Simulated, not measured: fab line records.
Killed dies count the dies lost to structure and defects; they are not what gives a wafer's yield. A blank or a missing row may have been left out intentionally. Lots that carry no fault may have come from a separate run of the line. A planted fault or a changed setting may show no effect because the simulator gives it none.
fab line records    flow nand-harc
record lots=12  wafers=36  last-day=26
route steps=1159 shown A_ZERO_WELL@411 A_ONON_D1@433 A_CHANNEL_HOLE_D1@469 END@1159
lots with no fault: from the same line, run without faults
start-h: start of the lot's first displayed wafer, in hours after the record's first day    wait-h: time in hours since the lot's previous step    " as in the row above    L1.1+2: several wafers, shown together as one row    - no value, or no start given    * or withheld: withheld    < > ~ a bound
route shown NAME@n: names a module that has steps shown in the file, with the first one's number in the route    usual: mean/standard deviation taken from wafers without a fault    same: alike in all rows    chamber/n: place in a boat    sites: per-site readings    _std_site: their standard deviation    _edge_site: the outer-site mean with the inner-site mean subtracted    radius-mm: for every site, how far away it sits from the centre of the wafer    mask NAME#n: copy n    behind: tool/chamber where the wafer was last shaped    hold: cause of the lot's hold/its duration in hours/its outcome    device: whichever transistor did not switch (one of n, p or np)    end of line: the tests these same wafers got at the end of their route    a step without rows: its recipe alone    killed: not the wafer's yield, but the dies lost to structure and defects at the first sort    map: dies across one wafer; x = killed, . = not, _ = none there
set.NAME: the setting the step ran with; set.NAME@STEP: the setting that earlier step ran with    model.NAME: the simulator's own value behind a step, which no gauge read
one table for each step of the route and one row for each wafer, over a sample of lots
services: when a tool's chamber went out of use (start-h, in hours from the record's first day, below 0 if earlier), for how many hours, and the reason
## steps
# step NHARC_A_ZERO_WELL_RTA_16
# recipe temp-c=1000  time-s=10
# usual lamp-power-pct=29/3  wafer_temp_C_max=1004.2/1.5
lot.wafer  tool           chamber  start-h  wait-h  lamp-power-pct  wafer_temp_C_max
L410.1     rtp-anneal-02  0        135.15   -       26              1003.4
L410.3     "              0        "        "       26              1001.8
L410.6     "              0        "        "       26              1001.4
L411.3     rtp-anneal-01  0        144.30   -       32              1006.2
L411.4     "              0        "        "       32              1005.7
L411.5     "              0        "        "       32              1008.3
L412.1     rtp-anneal-02  0        144.75   -       26              1003.8
L412.3     "              0        "        "       26              1003.8
L412.6     "              0        "        "       26              1003.3
L417.4     rtp-anneal-02  0        186.45   -       26              1002.9
L417.5     "              0        "        "       26              1002.3
L417.6     "              0        "        "       26              1002.2
L419.1     rtp-anneal-01  0        192.13   -       32              1005.6
L419.3     "              0        "        "       32              1004.8
L419.5     "              0        "        "       32              1005.0
L423.1     rtp-anneal-02  0        210.88   -       26              1003.7
L423.3     "              0        "        "       26              1003.3
L423.5     "              0        "        "       26              1003.2
L425.1     rtp-anneal-02  0        225.82   -       26              1003.1
L425.2     "              0        "        "       26              1003.5
L425.5     "              0        "        "       26              1002.7
L426.1     rtp-anneal-01  0        234.65   -       32              1005.5
L426.3     "              0        "        "       32              1004.8
L426.6     "              0        "        "       32              1005.5
L427.3     rtp-anneal-02  0        243.53   -       26              1002.1
L427.4     "              0        "        "       26              1003.1
L427.5     "              0        "        "       26              1003.8
L430.1     rtp-anneal-01  0        248.63   -       32              1004.8
L430.4     "              0        "        "       32              1006.3
L430.6     "              0        "        "       32              1006.3
L431.1     rtp-anneal-01  0        259.75   -       32              1005.6
L431.2     "              0        "        "       32              1004.6
L431.4     "              0        "        "       32              1004.8
L432.3     rtp-anneal-01  0        265.63   -       32              1004.7
L432.5     "              0        "        "       32              1005.1
L432.6     "              0        "        "       32              1004.3
# step NHARC_A_ONON_D1_THK_MEAS_14
# recipe thk-meas-gauge=ellipsometry
# usual thk-nm=1000/8.6
lot.wafer  tool           chamber  start-h  wait-h  thk-nm
L410.1     film-metro-01  -        161.07   -       1003
L410.3     "              -        "        "       1002
L410.6     "              -        "        "       1001
L411.3     film-metro-01  -        166.38   -       989
L411.4     "              -        "        "       989
L411.5     "              -        "        "       989
L412.1     film-metro-02  -        166.40   -       1006
L412.3     "              -        "        "       1004
L412.6     "              -        "        "       1005
L419.1     film-metro-02  -        213.60   -       1009
L419.3     "              -        "        "       1007
L419.5     "              -        "        "       1008
L417.4     film-metro-02  -        213.76   -       999
L417.5     "              -        "        "       1000
L417.6     "              -        "        "       1000
L423.1     film-metro-02  -        234.26   -       1004
L423.3     "              -        "        "       1006
L423.5     "              -        "        "       1004
L425.1     film-metro-01  -        249.81   -       988
L425.2     "              -        "        "       989
L425.5     "              -        "        "       988
L426.1     film-metro-01  -        258.54   -       998
L426.3     "              -        "        "       999
L426.6     "              -        "        "       998
L427.3     film-metro-01  -        266.61   -       1009
L427.4     "              -        "        "       1008
L427.5     "              -        "        "       1011
L430.1     film-metro-01  -        273.36   -       995
L430.4     "              -        "        "       995
L430.6     "              -        "        "       995
L431.1     film-metro-01  -        283.04   -       987
L431.2     "              -        "        "       988
L431.4     "              -        "        "       989
L432.3     film-metro-02  -        289.23   -       1009
L432.5     "              -        "        "       1007
L432.6     "              -        "        "       1010
# step NHARC_A_CHANNEL_HOLE_D1_ETCH_16
# recipe target-depth-a=31000  over-etch-frac=0.3  time-s=806  ion-energy-ev=150  o2-flow-sccm=400  cos-flow-sccm=20  ar-flow-sccm=0  rf-w=500  bias-w=300  chemistry=O2/COS
# usual chamber-pressure-mTorr=20.000/0.019  drypump-motor-current-A=5.9/0.49  mfc-ar-sccm=0.005/0.0099  oes-product-au=0.996/0.012  rf-vpp-V=315.2/2.1  showerhead-plenum-p-Torr=3.20/0.12  throttle-valve-pct=28.330/0.01
# same over-etch-frac=0.3
lot.wafer  tool         chamber  start-h  wait-h  chamber-pressure-mTorr  drypump-motor-current-A  mfc-ar-sccm  oes-product-au  rf-hours-counter-h  rf-vpp-V  showerhead-plenum-p-Torr  throttle-valve-pct
L410.3     rie-diel-09  1        -        -       20.018                  6.5                      0            0.975           6                   317.8     3.23                      28.333
L410.1     "            0        "        "       20.016                  5.3                      0            0.987           6                   315.3     3.25                      28.330
L410.6     "            1        "        "       20.004                  6.5                      0            0.982           -                   315.9     3.23                      28.335
L412.3     rie-diel-06  2        -        -       20.002                  5.6                      0.002        0.995           8                   313.6     3.13                      28.320
L412.1     "            0        "        "       19.975                  6.4                      0.012        0.996           9                   315.2     3.17                      28.338
L412.6     "            1        "        "       20.019                  6.0                      0.024        0.992           -                   312.6     2.93                      28.331
L411.4     rie-diel-09  3        -        -       19.998                  5.5                      0            1.005           7                   317.0     3.29                      28.328
L411.3     "            0        "        "       19.994                  5.3                      0            0.997           7                   316.9     3.25                      28.344
L411.5     "            1        "        "       20.013                  6.6                      0            0.992           -                   314.8     3.23                      28.340
L419.1     rie-diel-09  3        -        -       19.989                  5.5                      0            1.007           10                  315.8     3.29                      28.308
L419.3     "            0        "        "       19.987                  5.3                      0            0.986           10                  318.3     3.25                      28.316
L419.5     "            0        "        "       19.980                  5.3                      0            0.994           -                   314.7     3.25                      28.346
L417.4     rie-diel-06  3        -        -       19.976                  6.0                      0.005        0.981           11                  311.5     2.92                      28.332
L417.5     "            0        "        "       19.994                  6.4                      0.012        1.005           -                   314.3     3.17                      28.316
L417.6     "            1        "        "       19.989                  5.9                      0.024        1.001           -                   311.3     2.93                      28.336
L423.3     rie-diel-09  1        -        -       20.003                  6.6                      0            0.991           11                  315.8     3.23                      28.345
L423.1     "            2        "        "       19.972                  6.2                      0            0.984           11                  316.2     3.29                      28.331
L423.5     "            1        "        "       19.995                  6.6                      0            0.995           -                   314.3     3.23                      28.330
L425.2     rie-diel-09  2        -        -       20.005                  6.2                      0            0.982           1                   316.5     3.29                      28.334
L425.1     "            1        "        "       19.998                  6.6                      0            1.011           1                   316.2     3.23                      28.322
L425.5     "            2        "        "       19.994                  6.2                      0            0.979           -                   316.6     3.29                      28.324
L426.3     rie-diel-05  2        -        -       19.959                  6.3                      0            0.998           6                   316.0     3.23                      28.328
L426.1     "            0        "        "       20.026                  5.6                      0.033        1.007           5                   310.9     2.96                      28.354
L426.6     "            3        "        "       20.001                  5.0                      0            1.015           -                   316.6     3.25                      28.339
L427.3     rie-diel-09  3        -        -       20.005                  5.5                      0            0.991           2                   316.7     3.29                      28.332
L427.4     "            2        "        "       20.009                  6.2                      0            0.981           2                   315.9     3.29                      28.317
L427.5     "            3        "        "       20.011                  5.5                      0            0.987           -                   316.5     3.29                      28.332
L430.1     rie-diel-05  0        -        -       20.015                  5.6                      0.033        1.014           6                   312.5     2.96                      28.329
L430.4     "            2        "        "       19.988                  6.4                      0            1.012           7                   314.4     3.23                      28.326
L430.6     "            0        "        "       19.995                  5.6                      0.033        1.015           -                   311.9     2.96                      28.334
L431.2     rie-diel-09  2        -        -       20.002                  6.2                      0            0.982           3                   315.8     3.29                      28.326
L431.1     "            3        "        "       20.021                  5.5                      0            0.993           3                   317.2     3.29                      28.331
L431.4     "            0        "        "       19.996                  5.3                      0            1.001           3                   315.5     3.25                      28.355
L432.3     rie-diel-05  0        -        -       20.032                  5.6                      0.033        1.012           7                   312.3     2.96                      28.331
L432.6     "            3        "        "       20.001                  5.0                      0            1.001           -                   315.4     3.25                      28.340
L432.5     "            0        "        "       20.017                  5.6                      0.033        1.004           -                   309.6     2.96                      28.333
# step NHARC_A_CHANNEL_HOLE_D1_STRIP_41
# recipe n2-flow-sccm=150  h2-flow-sccm=150  ar-flow-sccm=0  bias-w=0  chemistry=N2/H2
lot.wafer   tool         chamber  start-h  wait-h
L410.3+1+6  rie-diel-05  0,1,1    182.83   0.4
L412.1+3+6  rie-diel-05  1,2,1    188.78   0.5
L411.4+3+5  rie-diel-06  3,0,3    189.37   0.4
L419.3+1+5  rie-diel-05  2,3,1    236.90   0.4
L417.4+5+6  rie-diel-09  1,0,1    238.59   0.5
L423.3+1+5  rie-diel-05  0,3,1    254.66   0.4
L425.2+1+5  rie-diel-06  1,2,0    271.52   0.5
L426.1+3+6  rie-diel-09  1,0,1    277.22   0.5
L427.3+4+5  rie-diel-06  3,1,2    286.08   0.4
L430.4+1+6  rie-diel-09  3,0,2    292.00   0.5
L431.1+2+4  rie-diel-06  2,3,1    305.60   0.5
L432.3+5+6  rie-diel-09  3,2,3    311.45   0.4
# step NHARC_A_CHANNEL_HOLE_D1_INSPECT_40
# usual raw-defect-count=65/16
lot.wafer  tool               chamber  start-h  wait-h  raw-defect-count
L410.1     defect-inspect-02  -        184.18   -       81
L410.3     "                  -        "        "       78
L410.6     "                  -        "        "       86
L412.1     defect-inspect-01  -        190.00   -       51
L412.3     "                  -        "        "       36
L412.6     "                  -        "        "       66
L411.3     defect-inspect-02  -        190.57   -       53
L411.4     "                  -        "        "       71
L411.5     "                  -        "        "       95
L419.1     defect-inspect-01  -        238.16   -       779
L419.3     "                  -        "        "       75
L419.5     "                  -        "        "       70
L417.4     defect-inspect-02  -        239.81   -       38
L417.5     "                  -        "        "       64
L417.6     "                  -        "        "       54
L423.1     defect-inspect-01  -        255.86   -       791
L423.3     "                  -        "        "       73
L423.5     "                  -        "        "       86
L425.1     defect-inspect-02  -        272.71   -       58
L425.2     "                  -        "        "       63
L425.5     "                  -        "        "       58
L426.1     defect-inspect-01  -        278.42   -       66
L426.3     "                  -        "        "       52
L426.6     "                  -        "        "       71
L427.3     defect-inspect-02  -        287.27   -       85
L427.4     "                  -        "        "       87
L427.5     "                  -        "        "       78
L430.1     defect-inspect-02  -        293.21   -       78
L430.4     "                  -        "        "       89
L430.6     "                  -        "        "       69
L431.1     defect-inspect-01  -        306.79   -       98
L431.2     "                  -        "        "       96
L431.4     "                  -        "        "       72
L432.3     defect-inspect-01  -        313.11   -       75
L432.5     "                  -        "        "       55
L432.6     "                  -        "        "       52
# step NHARC_END_SORT_01
# recipe temp-c=25
# usual killed-at-array=27/12  killed-at-other=0.9/1.1  killed-at-periphery=3.2/2.4  killed-dies=31/12  killed-open=3.3/1.7  killed-short=2.0/1.6
# same gross-dies=677
lot.wafer  tool       chamber  start-h  wait-h  killed-at-array  killed-at-other  killed-at-periphery  killed-dies  killed-open  killed-short
L419.1     prober-01  0        571.41   2.5     82               1                4                    87           2            1
L419.3     prober-01  0        572.98   3.1     22               1                6                    29           6            1
L419.5     prober-01  0        574.55   3.6     23               2                3                    28           2            5
L423.1     prober-01  0        579.11   2.5     92               1                1                    94           3            1
L423.3     prober-01  0        580.73   3.1     30               0                0                    30           5            1
L423.5     prober-01  0        582.34   3.7     24               1                0                    25           3            3
# killed by level:class
L419.1 A_CHANNEL_HOLE_D1:unspecified=67 A_CHANNEL_HOLE_D1:chamber-film-flake=8 P_STI:chamber-film-flake=2 A_STAIRCASE:chamber-film-flake=2 P_M0:geometric-particle:open=1 A_SLIT:geometric-particle:open=1 A_CONTACT:geometric-particle:short=1 P_ZERO_WELL:chamber-film-flake=1
L419.3 A_CHANNEL_HOLE_D1:chamber-film-flake=16 P_CONTACT:geometric-particle:open=2 P_M0:geometric-particle:open=2 P_STI:chamber-film-flake=2 A_ZERO_WELL:chamber-film-flake=2 A_CONTACT:chamber-film-flake=2 A_CHANNEL_FILL_D1:geometric-particle:short=1 A_M1:geometric-particle:open=1
L419.5 A_CHANNEL_HOLE_D1:chamber-film-flake=16 A_CONTACT:chamber-film-flake=2 THIN_TSV:chamber-film-flake=2 P_CONTACT:geometric-particle:open=1 P_M0:geometric-particle:short=1 A_SOURCE_PLATE:geometric-particle:short=1 A_ONON_D1:geometric-particle:short=1 A_SGD_CUT:geometric-particle:short=1
L423.1 A_CHANNEL_HOLE_D1:unspecified=77 A_CHANNEL_HOLE_D1:chamber-film-flake=10 A_STAIRCASE:chamber-film-flake=2 P_GATE:geometric-particle:open=1 A_ONON_D1:geometric-particle:short=1 A_SGD_CUT:geometric-particle:open=1 STARTING-WAFER:geometric-particle:open=1 A_CONTACT:chamber-film-flake=1
L423.3 A_CHANNEL_HOLE_D1:chamber-film-flake=17 A_STAIRCASE:chamber-film-flake=4 A_CONTACT:geometric-particle:open=3 A_WL_FILL:geometric-particle:open=2 A_CONTACT:geometric-particle:short=1 A_WL_FILL:chamber-film-flake=1 A_CONTACT:chamber-film-flake=1 A_BLC:chamber-film-flake=1
L423.5 A_CHANNEL_HOLE_D1:chamber-film-flake=13 A_CHANNEL_HOLE_D1:geometric-particle:short=2 A_WL_FILL:chamber-film-flake=2 A_WL_FILL:geometric-particle:open=1 A_CONTACT:geometric-particle:open=1 A_BLC:geometric-particle:open=1 A_M1:geometric-particle:short=1 A_STAIRCASE:chamber-film-flake=1
## services
tool           chamber  start-h  hours  kind
rie-diel-05    1        122.49   1.3    repair
rie-diel-09    0        135.12   -      clean
rie-diel-09    1        135.12   -      clean
rie-diel-09    2        135.12   -      clean
rie-diel-09    3        135.12   -      clean
rtp-anneal-02  -        142.14   0.7    repair
rie-diel-06    -        147.22   0.9    repair
rie-diel-09    0        159.62   -      clean
rie-diel-09    1        159.62   -      clean
rie-diel-09    2        159.62   -      clean
rie-diel-09    3        159.62   -      clean
rie-diel-05    -        163.60   9.0    pm
rie-diel-06    -        178.28   0.2    repair
rie-diel-05    3        180.60   3.5    repair
rie-diel-09    0        184.12   -      clean
rie-diel-09    2        203.33   9.9    repair
rie-diel-09    3        205.37   12.2   repair
rie-diel-06    -        239.30   0.7    repair
rie-diel-06    -        241.20   9.0    pm
rie-diel-05    0        246.01   4.7    repair
rie-diel-09    -        254.10   9.0    pm
rie-diel-05    1        262.10   17.3   repair
rie-diel-05    1        298.42   10.8   repair
rtp-anneal-02  -        300.00   12.0   pm
## key
first-sign step=NHARC_A_CHANNEL_HOLE_D1_INSPECT_40  reading=raw-defect-count  direction=up  sigmas=45  usual=65  struck=785
effect step=NHARC_END_SORT_01  reading=killed-at-array  direction=up  sigmas=5.1  usual=27  struck=87
more-kills-born-at NHARC_A_CHANNEL_HOLE_D1_STRIP_41@rie-diel-05=144
met-at NHARC_A_CHANNEL_HOLE_D1_STRIP_41
struck-lots L419,L423
struck-wafers L419.1,L423.1
tester-left-out L419,L423
not-acting-at NHARC_A_ZERO_WELL_RTA_16,NHARC_A_ONON_D1_THK_MEAS_14,NHARC_A_CHANNEL_HOLE_D1_ETCH_16
fault kind=chamber-particle-source  tool=rie-diel-05  chamber=3  onset-h=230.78  steps=NHARC_A_CHANNEL_HOLE_D1_STRIP_41  rate-per-visit-cm2=1.0733  end-h=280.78
# tester-left-out: of these lots the tester's yield and bins aren't shown, on N5 and GAA mostly nor the transistor test; their killed dies are dies lost to structure and defects alone, not to doping, threshold or leakage, so they don't give the yield
